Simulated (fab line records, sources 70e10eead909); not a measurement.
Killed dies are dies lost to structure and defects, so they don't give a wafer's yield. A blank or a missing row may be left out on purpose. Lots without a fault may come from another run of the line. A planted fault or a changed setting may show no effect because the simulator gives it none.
Chamber matching | flow nand_harc | NHARC_A_STAIRCASE_DESCUM_443 on rie_diel-12: 4 sister chambers
The step chemistry O2, time 3 s. 8 wafers are shown with their chamber, then 8 later ones without.

WAFERS WITH THEIR CHAMBER
wafer  | chamber | drypump_motor_current_A (A) | showerhead_plenum_p_Torr (Torr)
L081.6 | 0       | 5.5                         | 2.06
L085.1 | 3       | 5.3                         | 2.06
L085.5 | 1       | 5.2                         | 2.00
L085.6 | 2       | 4.9                         | 1.77
L089.2 | 2       | 4.9                         | 2.08
L089.3 | 1       | 5.2                         | 2.00
L089.5 | 3       | 5.4                         | 2.06
L090.1 | 0       | 5.5                         | 2.05

WAFERS WITHOUT THEIR CHAMBER
wafer  | drypump_motor_current_A (A) | showerhead_plenum_p_Torr (Torr)
L090.3 | 5.4                         | 2.05
L090.5 | 5.2                         | 2.00
L092.1 | 5.6                         | 2.05
L092.4 | 5.3                         | 2.05
L092.6 | 5.6                         | 2.05
L094.1 | 5.4                         | 2.05
L094.3 | 5.5                         | 2.05
L094.5 | 4.8                         | 2.07

WHICH CHAMBER EACH WENT THROUGH
wafer  | from the rows above     | in truth
L090.3 | can't be placed: 3 or 0 | 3
L090.5 | 1                       | 1
L092.1 | 0                       | 0
L092.4 | can't be placed: 3 or 1 | 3
L092.6 | 0                       | 0
L094.1 | can't be placed: 3 or 0 | 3
L094.3 | 0                       | 0
L094.5 | 2                       | 2
Placed correctly: 5 of 8. Can't be placed from these rows: 3 (the true chamber is among the candidates in 3). Placed wrongly: 0.
How it was worked out, from the rows above alone: a wafer's distance from a chamber is the root of the sum, over the readings, of the square of ((its reading less the chamber's mean) divided by the reading's scatter). The wafer belongs to the nearest chamber; if the next one is less than 2 further off, it can't be placed. A chamber's mean is the mean of its shown wafers. The scatter: the root of (the sum of the squares of (reading less its chamber's mean) over the shown wafers, divided by (wafers less chambers)).
